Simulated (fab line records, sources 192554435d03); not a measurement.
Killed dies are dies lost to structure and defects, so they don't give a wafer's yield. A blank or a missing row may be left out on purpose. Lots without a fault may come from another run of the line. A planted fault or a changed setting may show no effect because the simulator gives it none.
Problem report in the 8D (eight disciplines) form, filled by code | flow n5_finfet | the parts of the form that need people (team, actions taken, sign-off) are left out

1. THE PROBLEM
trench_depth_nm at N5_BEOL_M7_OCD_MEAS_38 reads a mean of 85.6 nm on 2 wafers of 1 lot; wafers without a fault read 93.6 nm with a standard deviation of 1.9. That is -4.2 standard deviations from the usual mean.
First seen on wafer L938.4, day 14 22:41, on ocd-01. The record holds 27 wafers of 9 lots with a number at this step. Rule for "out", or "out of limits": more than 4 standard deviations from the usual mean. The other wafers with a number count as sound.

2. WHAT IT IS AND WHAT IT IS NOT
question                    | is                | is not
which readings at this step | trench_depth_nm   | -
which lots                  | L938              | L920, L922, L927, L928, L930, L932, L933, L934
which wafers of those lots  | L938.4, L938.5    | L938.6
read on which gauges        | ocd-01            | ocd-02
when                        | from day 14 22:41 | up to then (25 sound wafers)

3. SUSPECTS, AND WHAT RULES EACH OUT
Counting: a tool at a process step up to the reading stays a suspect if it ran every lot that is out. Sound lots after the first of them don't rule it out here, since some wafers of a struck lot are sound.
- the gauge at N5_BEOL_M7_OCD_MEAS_38: ruled out. All the wafers that are out were read on ocd-01, but those of them that N5_BEOL_M7_TRENCH_ETCH_37 has rows for are out there too, on other tools.
- rie_diel-05 at N5_BEOL_M7_STRIP_19 (strips in O2): kept. It ran the lot that is out, L938 (day 14 20:42); its last sound lot up to then is L932 (day 12 19:10).
- rie_diel-02 at N5_BEOL_M7_TRENCH_ETCH_37 (etches SiCOH lowk in C4F6/O2, target depth 93.478 nm, time 31.2 s): kept. It ran the lot that is out, L938 (day 14 22:31); its last sound lot up to then is L934 (day 12 21:55). Its own readings are out on those wafers: rf_fwd_power_W, rf_vpp_V.
- Within rie_diel-02 at N5_BEOL_M7_TRENCH_ETCH_37: the wafers that are out ran in chamber 2; their sound lot-mates ran in chamber 3.
Left after counting: rie_diel-05 at N5_BEOL_M7_STRIP_19, rie_diel-02 at N5_BEOL_M7_TRENCH_ETCH_37.

4. THE CAUSE (what the simulator had put in)
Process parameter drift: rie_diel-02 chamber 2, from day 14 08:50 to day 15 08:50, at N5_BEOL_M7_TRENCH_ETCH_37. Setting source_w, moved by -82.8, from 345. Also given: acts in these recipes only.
Counting left 2 suspects, and this tool is among them.

5. THE CHAIN OF EFFECTS, in route order
Each row: a reading whose mean over the struck wafers that have a number lies more than 3 standard deviations from the usual. Only readings for which the record gives a usual standard deviation are gone through. hours: the time from each lot's start at the first step in this table that gives one to its start at this step, as a median over the lots. sigmas: the change in usual standard deviations.
hours | step                      | reading         | usual        | on struck wafers | change | sigmas
0     | N5_BEOL_M7_TRENCH_ETCH_37 | oes_f_703_au    | 0.79 a.u.    | 0.51             | -0.29  | -3.5
0     | N5_BEOL_M7_TRENCH_ETCH_37 | oes_o_777_au    | 0.79 a.u.    | 0.53             | -0.26  | -3.4
0     | N5_BEOL_M7_TRENCH_ETCH_37 | rf_fwd_power_W  | 341.4 W      | 259.2            | -82.2  | -59
0     | N5_BEOL_M7_TRENCH_ETCH_37 | rf_vpp_V        | 670 V        | 800              | +130   | +7.7
0     | N5_BEOL_M7_OCD_MEAS_38    | trench_depth_nm | 93.6 nm      | 85.6             | -8.0   | -4.2
4     | N5_BEOL_M7_THK_MEAS_53    | M7_THK          | 79.1 nm      | 71.4             | -7.7   | -3.3
4     | N5_BEOL_M7_RS_MEAS_57     | M7_RS           | 0.285 ohm/sq | 0.323            | +0.038 | +3.9
The process steps in it:
- N5_BEOL_M7_TRENCH_ETCH_37: etches SiCOH lowk in C4F6/O2, target depth 93.478 nm, time 31.2 s.
Later measuring or inspecting steps at which every struck wafer that the step has a row for has a number for every such reading, and none has moved that far: N5_BEOL_M7_CD_MEAS_35.

6. WHAT WOULD HAVE CAUGHT IT SOONER
In this record the first reading out of limits at a measuring or inspecting step was taken at day 14 22:41, 14 hours after the fault began at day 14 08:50.
The tool's own readings at N5_BEOL_M7_TRENCH_ETCH_37 were out on every struck wafer that the step has a row for (rf_fwd_power_W, rf_vpp_V): an alarm limit on them would have fired on the first of those.
All the lots that are out (1) had begun N5_BEOL_M7_TRENCH_ETCH_37 on rie_diel-02 by day 14 22:41. A hold on the tool at that time would have spared none of them.
